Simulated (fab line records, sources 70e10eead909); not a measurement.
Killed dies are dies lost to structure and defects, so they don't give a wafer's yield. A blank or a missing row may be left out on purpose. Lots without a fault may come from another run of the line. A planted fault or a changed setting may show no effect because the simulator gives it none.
Problem report in the 8D (eight disciplines) form, filled by code | flow nand_harc | the parts of the form that need people (team, actions taken, sign-off) are left out

1. THE PROBLEM
plate_temp_C at NHARC_A_CHANNEL_HOLE_D1_PEB_08 reads a mean of 100.62 C on 2 wafers of 1 lot; wafers without a fault read 100.03 C with a standard deviation of 0.13. That is +4.6 standard deviations from the usual mean.
The step: peb time 65 s.
First seen on wafer L887.1, day 17 13:13, on litho_track-06. The record holds 35 wafers of 12 lots with a number at this step. Rule for "out", or "out of limits": more than 4 standard deviations from the usual mean. The other wafers with a number count as sound.

2. WHAT IT IS AND WHAT IT IS NOT
question                    | is                     | is not
which readings at this step | plate_temp_C           | chill_plate_temp_C
which lots                  | L887                   | L866, L867, L868, L869, L870, L872, L873, L874, L876, L877, L889
which wafers of those lots  | all that have a number | -
read on which tools         | litho_track-06         | litho_track-01, litho_track-04
when                        | from day 17 13:13      | up to then (30 sound wafers); but 3 sound wafers of L889 came after

3. SUSPECTS, AND WHAT RULES EACH OUT
Counting: a tool at a process step up to the reading stays a suspect if it ran every lot that is out and no sound lot after the first of them.
- acl_dep-01 at NHARC_A_CHANNEL_HOLE_D1_DEP_00 (deposits aC, target thk 3100 nm): kept. It ran the lot that is out, L887 (day 17 10:39), and no sound lot after that; its last sound lot up to then is L876 (day 12 22:06).
- litho_track-06 at NHARC_A_CHANNEL_HOLE_D1_PEB_08 (peb time 65 s): kept. It ran the lot that is out, L887 (day 17 13:13), and no sound lot after that; its last sound lot up to then is L877 (day 13 05:41). Its own readings are out on those wafers: plate_temp_C.
Left after counting: acl_dep-01 at NHARC_A_CHANNEL_HOLE_D1_DEP_00, litho_track-06 at NHARC_A_CHANNEL_HOLE_D1_PEB_08.

4. THE CAUSE (what the simulator had put in)
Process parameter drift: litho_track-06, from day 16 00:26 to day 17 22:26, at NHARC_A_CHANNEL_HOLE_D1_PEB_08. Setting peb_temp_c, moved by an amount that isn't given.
Counting left 2 suspects, and this tool is among them.

5. THE CHAIN OF EFFECTS, in route order
Each row: a reading whose mean over the struck wafers that have a number lies more than 3 standard deviations from the usual. Only readings for which the record gives a usual standard deviation are gone through. hours: the time from each lot's start at the first step in this table that gives one to its start at this step, as a median over the lots. sigmas: the change in usual standard deviations.
hours | step                           | reading      | usual    | on struck wafers | change | sigmas
0     | NHARC_A_CHANNEL_HOLE_D1_PEB_08 | plate_temp_C | 100.03 C | 100.62           | +0.59  | +4.6
The process steps in it:
- NHARC_A_CHANNEL_HOLE_D1_PEB_08: peb time 65 s.

6. WHAT WOULD HAVE CAUGHT IT SOONER
In this record the first reading out of limits was taken at day 17 13:13, 37 hours after the fault began at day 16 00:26.
